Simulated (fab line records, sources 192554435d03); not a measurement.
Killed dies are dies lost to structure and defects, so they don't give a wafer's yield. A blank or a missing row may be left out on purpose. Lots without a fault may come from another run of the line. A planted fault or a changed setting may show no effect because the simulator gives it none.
fab line records | flow n5_finfet
record lots=4 wafers=12 last_day=17
route steps=1938 shown FIN_SAQP@90 BEOL_M4@1111
lots that met no fault: from a run of the same line without faults
start_h: hours from the record's first day to the start of the lot's first wafer shown | wait_h: hours since the lot's step before | " the same as in the row above | L1.1+2: a row that stands for several wafers | - no value, or no start given | * or withheld: withheld | < > ~ a bound
route shown NAME@n: a module of which the file shows steps, and the number in the route of the first | usual: mean/standard deviation of fault-free wafers | same: alike in all rows | chamber/n: place in a boat | sites: the reading at each site | _std_site: their standard deviation | _edge_site: outer sites' mean less inner sites' | radius_mm: how far each site lies from the wafer's centre | mask NAME#n: copy n | behind: the tool/chamber that last shaped the wafer | hold: why the lot was held/for how many hours/how that ended | device: the transistor (n, p or np) that didn't switch | end of line: the same wafers' tests at the end of the route | a step without rows: its recipe alone | killed: dies lost to structure and defects at the first sort, not the wafer's yield | map: a wafer's dies, x killed, . not, _ none there
set.NAME: the setting as run; set.NAME@STEP: as run at that earlier step | model.NAME: the simulator's own value behind a step, which no gauge read
lots at some steps of the route; a table a step, a row a wafer
services: from which hour (start_h, from the record's first day; less than 0 if before it) a tool's chamber was out of use, for how many hours, and why
## steps
# step N5_FIN_SAQP_PRECLEAN_42
# recipe chemistry=O3/DIW time_s=60 temp_c=22 o3_ppm=10
# step N5_FIN_SAQP_PRECLEAN_00
# recipe chemistry=SC1 time_s=60 temp_c=55 mix=1:2:50
# step N5_FIN_SAQP_PRECLEAN_44
# recipe chemistry=SC2 time_s=45 temp_c=35 mix=1:1:50
# step N5_FIN_SAQP_SRD_01
# recipe dry=ipa_marangoni time_s=30 temp_c=23 rinse_liquid=diw
# step N5_FIN_SAQP_ALD_61
# recipe material=SiO2 target_thk_a=40 temp_c=300 ald_precursor_family=BDEAS ald_co_reactant=O2-plasma pulse_time_s=1 purge_time_s=2 co_reactant_purge_time_s=2 ald_cycles=43 pressure_torr=2
# step N5_FIN_SAQP_DENSIFY_62
# recipe temp_c=700 time_s=60 ambient=N2 idle_temp_c=600 ramp_up_c_per_s=150 ramp_down_c_per_s=60 cool_to_c=600
# step N5_FIN_SAQP_HM_DEP_03
# recipe material=SiNx target_thk_a=380 temp_c=400 precursor=SiH4/NH3/N2 pressure_torr=1.5 rf_w=300 time_s=33.6
# step N5_FIN_SAQP_PECVD_47
# recipe material=a-Si target_thk_a=450 temp_c=400 precursor=SiH4/He pressure_torr=3 rf_w=100 time_s=36.3
# step N5_FIN_SAQP_PECVD_48
# recipe material=SiNx target_thk_a=250 temp_c=400 precursor=SiH4/NH3/N2 pressure_torr=1.5 rf_w=300 time_s=22.1
# step N5_FIN_SAQP_PECVD_06
# recipe material=a-Si target_thk_a=600 temp_c=400 precursor=SiH4/He pressure_torr=3 rf_w=100 time_s=48.1
# step N5_FIN_SAQP_HM_DEP_72
# recipe material=SiO2 target_thk_a=120 temp_c=400 precursor=SiH4/N2O pressure_torr=0.75 rf_w=275 time_s=7.2
# usual chamber_pressure_Torr=0.7501/0.0016 heater_power_w=802/58 showerhead_plenum_p_Torr=8.15/0.13
# columns lot.wafer tool chamber start_h wait_h chamber_pressure_Torr heater_power_w showerhead_plenum_p_Torr model.SiO2_of_FIN_SAQP_HM_DEP_72.thk_nm
L351.1 pecvd-02 1 58.62 0.0 0.7507 686 8.30 11.43
L351.3 " 2 " " 0.7499 815 7.98 11.61
L351.4 " 1 " " 0.7546 704 8.30 11.72
L354.2 pecvd-02 0 76.69 0.0 0.7505 741 8.26 17.86
L354.3 " 2 " " 0.7511 830 7.97 17.83
L354.6 " 1 " " 0.7488 812 8.28 18.06
L357.2 pecvd-02 2 95.23 0.0 0.7489 769 7.97 18.06
L357.4 " 1 " " 0.7511 816 8.29 12.15
L357.6 " 2 " " 0.7484 776 7.98 18.51
L367.1 pecvd-01 1 153.95 0.0 0.7514 829 7.97 11.93
L367.3 " 0 " " 0.7502 826 8.20 11.8
L367.6 " 2 " " 0.7523 770 8.27 12.13
# step N5_FIN_SAQP_COAT_49
# recipe resist=SOC temp_c=250 time_s=60 spin_rpm=1500 resist_thk_nm=100
# step N5_FIN_SAQP_COAT_50
# recipe resist=SiARC temp_c=220 time_s=60 spin_rpm=1500 resist_thk_nm=35
# step N5_FIN_SAQP_COAT_10
# recipe resist=CAR-ArF spin_rpm=1500 resist_thk_nm=90
# step N5_FIN_SAQP_EBR_12
# recipe solvent=PGMEA ebr_width_mm=1.5
# step N5_FIN_SAQP_SOFTBAKE_11
# recipe temp_c=110 time_s=60 resist=CAR-ArF
# step N5_FIN_SAQP_EXPOSE_13
# recipe mask_id=FIN_CORE na=1.35 source_shape=dipole sigma_inner=0.538 sigma_outer=0.738 polarization=te target_cd_nm=35.6 dose_mj=63.25
# step N5_FIN_SAQP_PEB_14
# recipe peb_temp_c=withheld peb_time_s=60 resist=CAR-ArF
# step N5_FIN_SAQP_DEVELOP_15
# recipe develop_time_s=30 developer=TMAH resist=CAR-ArF dev_temp_c=23 rinse_liquid=diw dry=air_spin
# step N5_FIN_SAQP_DESCUM_21
# recipe chemistry=O2 time_s=7.9 source_power_w=50 bias_power_w=20 pressure_mtorr=20 rf_frequency_hz=2.712e+07 temp_c=40 resist=CAR-ArF o2_flow_sccm=225
# step N5_FIN_SAQP_ETCH_51
# recipe chemistry=CF4 target=SiARC target_depth_a=455 mask_material=CAR-ArF time_s=75.8 ion_energy_ev=80 pressure_mtorr=40 source_w=545 bias_w=36 Ar_flow_sccm=100 cf4_flow_sccm=100 ends=cleared
# step N5_FIN_SAQP_ETCH_52
# recipe chemistry=N2/H2 target=SOC target_depth_a=1000 overetch_a=200 mask_material=SiARC temp_c=40 time_s=150 ion_energy_ev=200 pressure_mtorr=30 source_w=840 bias_w=150 n2_flow_sccm=200 h2_flow_sccm=200 ends=end_point
# step N5_FIN_SAQP_STRIP_53
# recipe chemistry=N2/H2 temp_c=40 n2_flow_sccm=200 h2_flow_sccm=200 rf_frequency_hz=6e+07
# step N5_FIN_SAQP_HM_OPEN_73
# recipe chemistry=CHF3/O2 target=SiO2 stop_on=a-Si target_depth_a=120 over_etch_frac=1.8 mask_material=SOC time_s=16.8 pressure_mtorr=30 source_w=650 bias_w=170 Ar_flow_sccm=200 CHF3_flow_sccm=50 O2_flow_sccm=5 ion_energy_ev=200 ends=end_point
# usual drypump_motor_current_A=5.8/0.43 oes_product_au=0.47/0.037 rf_vpp_V=523/7.9 showerhead_plenum_p_Torr=2.43/0.062 throttle_valve_pct=18.90/0.24
# same over_etch_frac=1.8
# columns lot.wafer tool chamber start_h wait_h drypump_motor_current_A oes_product_au rf_hours_counter_h rf_vpp_V showerhead_plenum_p_Torr throttle_valve_pct model.etch.depth_nm
L351.1 rie_diel-02 3 59.40 0.0 5.2 0.44 149 522 2.43 18.69 11.43
L351.3 " 1 " " 5.8 0.47 118 515 2.43 18.98 11.61
L351.4 " 3 " " 5.2 0.44 - 520 2.43 18.69 11.72
L354.2 rie_diel-01 1 77.31 0.0 6.2 0.63 40 534 2.45 18.92 17.86
L354.3 " 3 " " 6.7 0.52 194 533 2.50 19.13 17.83
L354.6 " 2 " " 5.6 0.58 - 526 2.33 18.79 18.06
L357.2 rie_diel-02 1 95.97 0.0 5.8 0.56 127 517 2.43 19.03 18.06
L357.4 " 3 " " 5.2 0.44 - 521 2.42 18.73 12.15
L357.6 " 1 " " 5.8 0.57 - 516 2.43 19.02 18.51
L367.1 rie_diel-04 1 154.85 0.0 5.5 0.49 76 521 2.45 18.99 11.93
L367.3 " 2 " " 6.0 0.48 88 521 2.44 18.57 11.8
L367.6 " 3 " " 5.6 0.41 - 535 2.48 19.25 12.13
# step N5_FIN_SAQP_STRIP_74
# recipe chemistry=CHF3/O2 resist=SiARC rf_frequency_hz=6e+07
# step N5_BEOL_M4_RC_MEAS_101
# usual DIBL_N=36.1/1.6 DIBL_P=35.8/2.1 IOFF_N=0.16/0.031 IOFF_P=0.21/0.034 ION_N=673/12 ION_P=461/7.2 SS_N=71.4/0.59 SS_P=73.3/0.63 VT_N=250/3.1 VT_P=-250/3.3
# columns lot.wafer tool chamber start_h wait_h DIBL_N[mV/V] DIBL_P[mV/V] IOFF_N[nA/um] IOFF_P[nA/um] ION_N[uA/um] ION_P[uA/um] SS_N[mV/dec] SS_P[mV/dec] VT_N[mV] VT_P[mV]
L351.1 prober-01 0 210.18 0.0 33.8 33.7 0.11 0.16 644 443 71.2 73.1 253 -253
L351.3 " 0 " " 35.4 34.8 0.14 0.17 656 450 70.8 73.2 250 -255
L351.4 " 0 " " 35.0 34.2 0.14 0.16 660 444 71.4 73.6 253 -257
L354.2 prober-02 0 233.67 0.2 35.4 34.2 0.13 0.17 673 457 70.2 73.2 253 -254
L354.3 " 0 " " 36.0 35.1 0.14 0.19 663 454 70.8 73.6 252 -249
L354.6 " 0 " " 34.1 33.6 0.11 0.16 661 457 70.8 72.8 255 -253
L357.2 prober-01 0 250.93 0.2 34.7 33.3 0.13 0.17 663 451 71.2 72.7 251 -255
L357.4 " 0 " " 33.9 32.5 0.13 0.16 677 461 70.8 72.7 249 -252
L357.6 " 0 " " 35.7 35.2 0.16 0.21 687 476 71.6 73.3 248 -249
L367.1 prober-02 0 301.01 0.0 36.0 34.3 0.17 0.22 693 472 71.5 72.3 246 -249
L367.3 " 0 " " 36.7 36.3 0.17 0.25 682 466 72.0 73.0 246 -246
L367.6 " 0 " " 36.7 35.1 0.17 0.23 688 476 72.0 72.8 247 -246
## services
# columns tool chamber start_h hours kind
rie_diel-02 - 46.23 2.8 pm
rie_diel-02 2 49.88 22.3 repair
pecvd-01 1 58.75 2.1 scheduled_down
rie_diel-02 1 60.94 12.0 repair
pecvd-02 0 64.49 2.1 scheduled_down
rie_diel-01 1 68.06 6.8 repair
pecvd-01 - 89.84 28.1 pm
rie_diel-02 0 91.12 - clean
rie_diel-02 0 91.12 - consumable_replace:focus_ring
rie_diel-02 0 91.12 16.2 scheduled_down
rie_diel-02 0 91.12 16.2 vent_cycle
rie_diel-01 1 98.46 4.6 repair
pecvd-01 0 131.43 10.7 repair
rie_diel-04 3 149.90 3.7 repair
## key
first_sign step=N5_FIN_SAQP_HM_OPEN_73 reading=oes_product_au direction=up sigmas=2.9 usual=0.47 struck=0.57
effect none on later readings
model_effect step=N5_FIN_SAQP_HM_DEP_72 value=SiO2_of_FIN_SAQP_HM_DEP_72.thk_nm without=11.97 struck=18.06
model_effect step=N5_FIN_SAQP_HM_OPEN_73 value=etch.depth_nm without=11.97 struck=18.06
met_at N5_FIN_SAQP_HM_DEP_72
struck_wafers L354.2,L354.3,L354.6,L357.2,L357.6
baseline_loss step=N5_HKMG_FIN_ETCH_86 wafers=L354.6
onset_between 58.62 76.69
fault kind=process_parameter_drift tool=pecvd-02 chamber=- onset_h=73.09 steps=N5_FIN_SAQP_HM_DEP_72 channel=time_s offset=* shape=step end_h=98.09 scope=struck_wafers_only acts_in=* stated=*
# baseline_loss: these wafers lose ten dies or more at that step, a loss of the line's own and not of a fault; the sort's usual values leave them out
